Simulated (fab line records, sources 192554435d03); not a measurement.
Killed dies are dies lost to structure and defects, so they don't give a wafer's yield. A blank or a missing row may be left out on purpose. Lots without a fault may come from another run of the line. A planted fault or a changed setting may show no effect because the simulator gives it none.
Split-lot experiment | flow n5_finfet | 7 lots, 21 wafers read, on a route of 1938 steps

THE SPLIT
At N5_SD_EPI_N_ETCH_35 (etches SOC in N2/H2, overetch 108 nm, time 486 s), the setting time_s was moved away from the recipe's 486 s on 6 of the 21 wafers read, by -17.9% to +11.1%. The other wafers ran this setting at the recipe's value.

The reading is taken at the split's own step.

THE READING
SiARC_of_SD_EPI_N_COAT_33.thk_nm (the simulator's own value, which no gauge read), in nm, at N5_SD_EPI_N_ETCH_35 (etches SOC in N2/H2, overetch 108 nm, time 486 s). The file gives no usual value for it. The 15 wafers here that ran the recipe average 20.2 nm, standard deviation 0.53 nm.

wafer  | tool, chamber at the split | time_s as run, s | against the recipe | SiARC_of_SD_EPI_N_COAT_33.thk_nm, nm | against lot-mates on the recipe
L074.1 | rie_diel-05, 2             | 486              | recipe             | 20                                   | -
L074.2 | rie_diel-05, 0             | 486              | recipe             | 20.8                                 | -
L074.6 | rie_diel-05, 2             | 409.8            | -15.7%             | 22.4                                 | +2.0
L078.2 | rie_diel-02, 0             | 486              | recipe             | 20.2                                 | -
L078.3 | rie_diel-02, 3             | 398.9            | -17.9%             | 22                                   | +2.5
L078.4 | rie_diel-02, 2             | 486              | recipe             | 18.8                                 | -
L080.1 | rie_diel-02, 3             | 486              | recipe             | 19.2                                 | -
L080.3 | rie_diel-02, 0             | 486              | recipe             | 20.4                                 | -
L080.4 | rie_diel-02, 1             | 486              | recipe             | 20.6                                 | -
L081.2 | rie_diel-05, 0             | 486              | recipe             | 20.6                                 | -
L081.4 | rie_diel-05, 2             | 418.5            | -13.9%             | 22                                   | +1.4
L081.5 | rie_diel-05, 2             | 418.5            | -13.9%             | 22                                   | +1.4
L089.1 | rie_diel-05, 1             | 486              | recipe             | 20.6                                 | -
L089.2 | rie_diel-05, 0             | 539.8            | +11.1%             | 18.4                                 | -2.2
L089.3 | rie_diel-05, 2             | 539.8            | +11.1%             | 18                                   | -2.6
L091.2 | rie_diel-04, 3             | 486              | recipe             | 20                                   | -
L091.4 | rie_diel-04, 1             | 486              | recipe             | 20.6                                 | -
L091.5 | rie_diel-04, 3             | 486              | recipe             | 20.2                                 | -
L093.1 | rie_diel-04, 3             | 486              | recipe             | 20                                   | -
L093.2 | rie_diel-04, 0             | 486              | recipe             | 20.4                                 | -
L093.4 | rie_diel-04, 0             | 486              | recipe             | 20.2                                 | -

THE FIT
A straight line over all 21 wafers: SiARC_of_SD_EPI_N_COAT_33.thk_nm changes by -0.138 nm for each +1% of time_s; r = -0.90; the points scatter about the line by 0.51 nm.
The same after taking each lot's own level away (the mean of its wafers on the recipe; 21 wafers): -0.145 nm for each +1%; r = -0.92; scatter 0.48 nm.
On that fit, the largest move of time_s shifts the reading by 2.6 nm.
The lots' own levels span 19.50 to 20.60 nm, that is 2.1 times the standard deviation above.
So the lot-to-lot level changes the slope little: the two slopes agree.
Check: with one of the wafers moved furthest among these (-17.9%) left out of the fit, the line predicts +2.44 nm for it against its lot-mates. It came out at +2.5 nm against them.

OTHER SPLITS ON THESE WAFERS
These wafers also went through other splits before the reading. Each is held against what the fit with the lots' levels taken away leaves over:
other split on the same wafers           | wafers away from the commonest value | r with SiARC_of_SD_EPI_N_COAT_33.thk_nm (lot level and that fit taken away)
N5_PMOS_HMC_CHANNEL_EPI_COAT_03 spin_rpm | 9                                    | -0.38
N5_PMOS_HMC_CHANNEL_EPI_DESCUM_14 time_s | 8                                    | +0.28
N5_FIN_SAQP_COAT_10 spin_rpm             | 7                                    | +0.08

THE FILE'S OWN FIT
SiARC_of_SD_EPI_N_COAT_33.thk_nm changes by -0.138 nm for each +1% of time_s, r = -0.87.
